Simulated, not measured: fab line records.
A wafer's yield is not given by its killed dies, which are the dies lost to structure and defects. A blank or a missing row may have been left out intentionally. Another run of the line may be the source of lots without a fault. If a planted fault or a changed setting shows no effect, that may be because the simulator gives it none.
8D (eight disciplines) problem report, filled in by code :: flow n5-finfet :: the parts of the form that need people (team, actions taken, sign-off) are left out

== 1. THE PROBLEM ==
Mean of cathode-dc-power-W at N5_BEOL_M13_SPUTTER_45: 31448 W across 2 wafers in 2 lots; on wafers with no fault it is 26000 W (standard deviation 4.9). That is +99 or more standard deviations from the usual mean.
The step: material Cu, target thk 80 nm, time 13.33 s.
First observed at day 16 01:55: wafer L199.1, on pvd-sputter-02. Wafers with a number at this step in the record: 18, from 6 lots. The rule behind "out" and "out of limits": a value lying over 4 standard deviations away from the usual mean. The rest of the wafers with a number are treated as sound.

== 2. WHAT IT IS, AND WHAT IT ISN'T ==
question: which readings at this step
is: cathode-dc-power-W
is not: throttle-valve-pct

question: which lots
is: L199, L203
is not: L186, L188, L198, L208

question: which wafers of those lots
is: L199.1, L203.3
is not: L199.4, L199.6, L203.1, L203.2

question: read on which tools
is: pvd-sputter-02
is not: pvd-sputter-01, pvd-sputter-03

question: when
is: from day 16 01:55
is not: up to then (8 sound wafers); but 8 sound wafers of L198, L203, L208 came after

== 3. WHAT RULES OUT EACH SUSPECT ==
Counting: a tool at a process step up to the reading stays a suspect if it ran every lot that is out. Sound lots after the first of them don't rule it out here, since some wafers of a struck lot are sound.
- rie-diel-06 at N5_BEOL_M13_TRENCH_ETCH_34 (etches SiOC in C4F8/O2/Ar, target depth 413.47 nm, time 162.6 s): kept. Every lot that is out went through it, the first being L199 (day 16 00:06); the last sound lot it ran before that was L188 (day 13 03:38).
- pvd-sputter-02 at N5_BEOL_M13_DEGAS_41 (time 60 s): kept. Every lot that is out went through it, the first being L199 (day 16 01:40); the last sound lot it ran before that was L186 (day 11 19:22).
- pvd-sputter-02 at N5_BEOL_M13_PRE_CLEAN_42 (time 30 s): kept. Every lot that is out went through it, the first being L199 (day 16 01:43); the last sound lot it ran before that was L186 (day 11 19:24).
- pvd-sputter-02 at N5_BEOL_M13_SPUTTER_43 (material TaN, target thk 15 nm, time 24.19 s): kept. Every lot that is out went through it, the first being L199 (day 16 01:45); the last sound lot it ran before that was L186 (day 11 19:26).
- pvd-sputter-02 at N5_BEOL_M13_SPUTTER_45 (material Cu, target thk 80 nm, time 13.33 s): kept. Every lot that is out went through it, the first being L199 (day 16 01:55); the last sound lot it ran before that was L186 (day 11 19:36). Its own cathode-dc-power-W readings are out on those wafers.
Left after counting: rie-diel-06 at N5_BEOL_M13_TRENCH_ETCH_34, pvd-sputter-02 at N5_BEOL_M13_DEGAS_41, pvd-sputter-02 at N5_BEOL_M13_PRE_CLEAN_42, pvd-sputter-02 at N5_BEOL_M13_SPUTTER_43, pvd-sputter-02 at N5_BEOL_M13_SPUTTER_45.

== 4. THE CAUSE (what the simulator had put in) ==
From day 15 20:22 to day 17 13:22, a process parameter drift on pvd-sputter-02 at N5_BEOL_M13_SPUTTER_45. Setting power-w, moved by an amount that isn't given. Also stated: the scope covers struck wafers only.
Counting left 5 suspects, and this tool is among them.

== 5. THE CHAIN OF EFFECTS, in route order ==
Each row: a reading whose mean over the struck wafers that have a number lies more than 3 standard deviations from the usual. Only readings whose record carries a usual standard deviation are examined. hours: median over the lots of the time between each lot's start at the first step of this table that gives one and its start at this step. sigmas: the change, counted in usual standard deviations.
hours: 0
step: N5_BEOL_M13_SPUTTER_45
reading: cathode-dc-power-W
usual: 26000 W
on struck wafers: 31448
change: +5448
sigmas: +99 or more
Here are the process steps it includes:
- N5_BEOL_M13_SPUTTER_45: material Cu, target thk 80 nm, time 13.33 s.

== 6. HOW IT WOULD HAVE BEEN CAUGHT EARLIER ==
The fault began at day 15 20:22; the first out-of-limits reading in this record came at day 16 01:55, 6 hours later.
